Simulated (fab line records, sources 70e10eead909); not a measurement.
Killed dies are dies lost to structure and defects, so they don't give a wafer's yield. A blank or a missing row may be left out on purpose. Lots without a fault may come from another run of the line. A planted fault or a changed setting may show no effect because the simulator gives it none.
Chamber matching | flow nand_harc | NHARC_HYBRID_BOND_ACTIVATE_00 on rie_diel-03: 4 sister chambers
The step chemistry N2, time 60 s. 16 wafers are shown with their chamber, then 8 later ones without.

WAFERS WITH THEIR CHAMBER
wafer  | chamber | showerhead_plenum_p_Torr (Torr) | drypump_motor_current_A (A) | rf_vpp_V (V)
L853.2 | 2       | 1.71                            | 5.6                         | 64.3
L853.3 | 1       | 1.88                            | 5.4                         | 64.9
L853.5 | 1       | 1.88                            | 5.4                         | 63.4
L854.2 | 0       | 1.63                            | 5.4                         | 62.5
L854.3 | 1       | 1.88                            | 5.4                         | 64.0
L854.5 | 3       | 1.80                            | 6.4                         | 64.7
L855.3 | 3       | 1.80                            | 6.4                         | 64.8
L855.5 | 3       | 1.80                            | 6.4                         | 65.1
L855.6 | 2       | 1.71                            | 5.6                         | 64.8
L856.2 | 1       | 1.88                            | 5.4                         | 63.9
L856.4 | 2       | 1.70                            | 5.6                         | 63.9
L856.6 | 1       | 1.88                            | 5.5                         | 64.4
L858.2 | 1       | 1.88                            | 5.5                         | 64.3
L858.5 | 0       | 1.63                            | 5.4                         | 62.4
L858.6 | 1       | 1.88                            | 5.5                         | 65.9
L861.2 | 1       | 1.88                            | 5.4                         | 63.9

SIGNATURES (means of the wafers above)
reading                  | chamber 0 | chamber 1 | chamber 2 | chamber 3 | scatter within a chamber
showerhead_plenum_p_Torr | 1.6300    | 1.8800    | 1.7067    | 1.8000    | 0.00236
drypump_motor_current_A  | 5.400     | 5.438     | 5.600     | 6.400     | 0.0395
rf_vpp_V                 | 62.450    | 64.338    | 64.333    | 64.867    | 0.622
Rule: a wafer's distance from a chamber is the root of the sum, over the readings, of the square of ((its reading less the chamber's mean) divided by the reading's scatter). The wafer belongs to the nearest chamber; if the next one is less than 2 further off, it can't be placed. The scatter: the root of (the sum of the squares of (reading less its chamber's mean) over the shown wafers, divided by (wafers less chambers)).

WAFERS WITHOUT THEIR CHAMBER
wafer  | showerhead_plenum_p_Torr (Torr) | drypump_motor_current_A (A) | rf_vpp_V (V)
L861.4 | 1.80                            | 6.4                         | 64.0
L861.5 | 1.70                            | 5.5                         | 63.8
L862.2 | 1.63                            | 5.4                         | 64.3
L862.3 | 1.80                            | 6.4                         | 64.9
L862.4 | 1.70                            | 5.5                         | 62.3
L873.1 | 1.80                            | 6.4                         | 64.2
L873.3 | 1.87                            | 5.4                         | 65.7
L873.6 | 1.63                            | 5.4                         | 64.6

WHICH CHAMBER EACH WENT THROUGH
wafer  | from the rows above | in truth
L861.4 | 3                   | 3
L861.5 | 2                   | 2
L862.2 | 0                   | 0
L862.3 | 3                   | 3
L862.4 | 2                   | 2
L873.1 | 3                   | 3
L873.3 | 1                   | 1
L873.6 | 0                   | 0
Placed correctly: 8 of 8. Can't be placed from these rows: 0. Placed wrongly: 0.
